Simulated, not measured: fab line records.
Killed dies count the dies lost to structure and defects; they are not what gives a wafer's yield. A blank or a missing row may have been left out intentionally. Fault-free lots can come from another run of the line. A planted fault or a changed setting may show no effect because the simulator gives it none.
Lot-split experiment -- flow n5Finfet -- 7 lots, 21 wafers read, on a route of 1938 steps

ABOUT THE SPLIT
At N5_BEOL_M0_SAQP_DESCUM_45 (chemistry O2, time 7 s), the setting timeS was moved away from the recipe's 7 s on 7 of the 21 wafers read, by -18.8% to +18.3%. For the rest of the wafers, this setting stayed at what the recipe calls for.

Reading taken at the split's own step.

THE READING
CAR-EUV_of_BEOL_M0_SAQP_COAT_34.thkNm (the simulator's own value, which no gauge read), in nm, at N5_BEOL_M0_SAQP_DESCUM_45 (chemistry O2, time 7 s). There is no usual value for it anywhere in the file. Here, 14 wafers ran the recipe; their average is 26.0 nm with a standard deviation of 0.11 nm.

wafer,"tool, chamber at the split","timeS as run, s",against the recipe,"CAR-EUV_of_BEOL_M0_SAQP_COAT_34.thkNm, nm",against lot-mates on the recipe
L074.1,"rieDiel-06, 2,3",7,recipe,26,-
L074.2,"rieDiel-06, 2,3",7,recipe,26,-
L074.6,"rieDiel-06, 0",5.681,-18.8%,26.8,+0.8
L078.2,"rieDiel-01, 2,1,0",7,recipe,26.2,-
L078.3,"rieDiel-01, 2,1,0",7,recipe,26.2,-
L078.4,"rieDiel-01, 2,1,0",7,recipe,26.2,-
L080.1,"rieDiel-01, 0,3,2",7,recipe,26,-
L080.3,"rieDiel-01, 0,3,2",7,recipe,26,-
L080.4,"rieDiel-01, 0,3,2",7,recipe,26,-
L081.2,"rieDiel-06, 3,3,2",7,recipe,26,-
L081.4,"rieDiel-06, 3,3,2",7,recipe,26,-
L081.5,"rieDiel-06, 3,3,2",7,recipe,26,-
L089.1,"rieDiel-06, 1",7,recipe,25.8,-
L089.2,"rieDiel-06, 0",7.912,+13.0%,25.6,-0.2
L089.3,"rieDiel-06, 3",7.912,+13.0%,25.8,+0.0
L091.2,"rieDiel-03, 1,2",7.62,+8.9%,25.8,-0.4
L091.5,"rieDiel-03, 1,2",7.62,+8.9%,25.8,-0.4
L091.4,"rieDiel-03, 2",7,recipe,26.2,-
L093.1,"rieDiel-06, 1,0",8.281,+18.3%,25.4,-0.6
L093.4,"rieDiel-06, 1,0",8.281,+18.3%,25.4,-0.6
L093.2,"rieDiel-06, 3",7,recipe,26,-
When a row names more than one chamber, that row covers several wafers, and the file does not tell which wafer ran in which chamber.

FIT RESULTS
A straight line over all 21 wafers: CAR-EUV_of_BEOL_M0_SAQP_COAT_34.thkNm changes by -0.0343 nm for each +1% of timeS; r = -0.93; the points scatter about the line by 0.11 nm.
The same after taking each lot's own level away (the mean of its wafers on the recipe; 21 wafers): -0.0318 nm for each +1%; r = -0.91; scatter 0.12 nm.
The reading moves by 0.6 nm for the largest change in timeS, on that fit.
The lots' own levels span 25.80 to 26.20 nm, that is 3.6 times the standard deviation above.
So the lot-to-lot level changes the slope little: the two slopes agree.
Check: for one of the wafers moved furthest among these (-18.8%), held out of the fit, the line's prediction against its lot-mates is +0.508 nm. It came out at +0.8 nm against them.

THE OTHER SPLITS THESE WAFERS WENT THROUGH
Other splits were also applied to these wafers ahead of the reading. Each is held against what the fit with the lots' levels taken away leaves over:
other split on the same wafers,wafers away from the commonest value,r with CAR-EUV_of_BEOL_M0_SAQP_COAT_34.thkNm (lot level and that fit taken away)
N5_MOL_CONTACT_COAG_COAT_02 spinRpm,10,+0.14
N5_MOL_CONTACT_COAG_ALD_27 aldCycles,6,+0.05
N5_MOL_CONTACT_COAG_COAT_76 spinRpm,12,+0.37
N5_MOL_CONTACT_COAG_DESCUM_45 timeS,5,+0.33

THE FILE'S OWN FIT
CAR-EUV_of_BEOL_M0_SAQP_COAT_34.thkNm changes by -0.0329 nm for each +1% of timeS, r = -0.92.
